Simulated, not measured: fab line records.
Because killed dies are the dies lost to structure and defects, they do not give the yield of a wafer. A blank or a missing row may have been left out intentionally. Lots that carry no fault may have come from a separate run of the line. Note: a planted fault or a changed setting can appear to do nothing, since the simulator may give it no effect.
Matching of chambers    flow n5Finfet    N5_MOL_CONTACT_COAG_ETCHBACK_135 on rieDiel-06 has 4 sister chambers
The step etches SiO2 in CHF3, target depth 25 nm, time 16.7 s. 22 wafers are shown with their chamber, then 11 later ones without.

WAFERS PAIRED WITH THEIR CHAMBERS
wafer   chamber  rfVppV (V)  showerheadPlenumPTorr (Torr)  drypumpMotorCurrentA (A)
L074.4  3        509         2.35                          5.7
L074.5  3        510         2.35                          5.6
L074.6  2        533         2.50                          4.9
L076.2  0        533         2.50                          5.2
L076.4  0        534         2.50                          5.2
L076.6  1        539         2.46                          5.6
L075.2  1        539         2.46                          5.6
L075.3  2        532         2.49                          5.0
L075.4  1        538         2.46                          5.6
L077.3  1        539         2.46                          5.6
L077.4  2        533         2.49                          5.0
L077.5  1        538         2.46                          5.6
L083.2  0        533         2.49                          5.2
L083.4  2        533         2.49                          5.0
L083.5  1        539         2.45                          5.6
L085.2  0        533         2.49                          5.2
L085.4  2        530         2.49                          4.9
L085.6  0        533         2.49                          5.2
L089.1  0        534         2.49                          5.2
L089.3  2        530         2.48                          4.9
L089.5  1        539         2.45                          5.6
L090.2  3        510         2.34                          5.6

SIGNATURES (means of the wafers above)
reading                chamber 0  chamber 1  chamber 2  chamber 3  scatter within a chamber
rfVppV                 533.33     538.71     531.83     509.67     0.89
showerheadPlenumPTorr  2.4933     2.4571     2.4900     2.3467     0.00549
drypumpMotorCurrentA   5.200      5.600      4.950      5.633      0.0347
Rule: distance of a wafer from a chamber = root of the sum over the readings of ((wafer's reading minus chamber's mean) / reading's scatter) squared. The wafer belongs to the nearest chamber; if the next one is less than 2 further off, it can't be placed. The scatter: take each reading less its chamber's mean, square it, sum over the shown wafers, divide by the number of wafers less the number of chambers, and take the root.

WAFERS WITH NO CHAMBER GIVEN
wafer   rfVppV (V)  showerheadPlenumPTorr (Torr)  drypumpMotorCurrentA (A)
L090.3  532         2.48                          4.9
L090.4  534         2.49                          5.2
L091.1  509         2.34                          5.7
L091.5  509         2.34                          5.6
L091.6  533         2.49                          5.2
L093.1  532         2.48                          4.9
L093.3  538         2.44                          5.6
L093.5  534         2.49                          5.2
L094.1  507         2.34                          5.6
L094.2  535         2.48                          5.2
L094.5  510         2.34                          5.6

EACH ONE'S CHAMBER
wafer   from the rows above  in truth
L090.3  2                    2
L090.4  0                    0
L091.1  3                    3
L091.5  3                    3
L091.6  0                    0
L093.1  2                    2
L093.3  1                    1
L093.5  0                    0
L094.1  3                    3
L094.2  0                    0
L094.5  3                    3
Correctly placed: 11 of 11. Number that these rows cannot place: 0. Wrongly placed: 0.
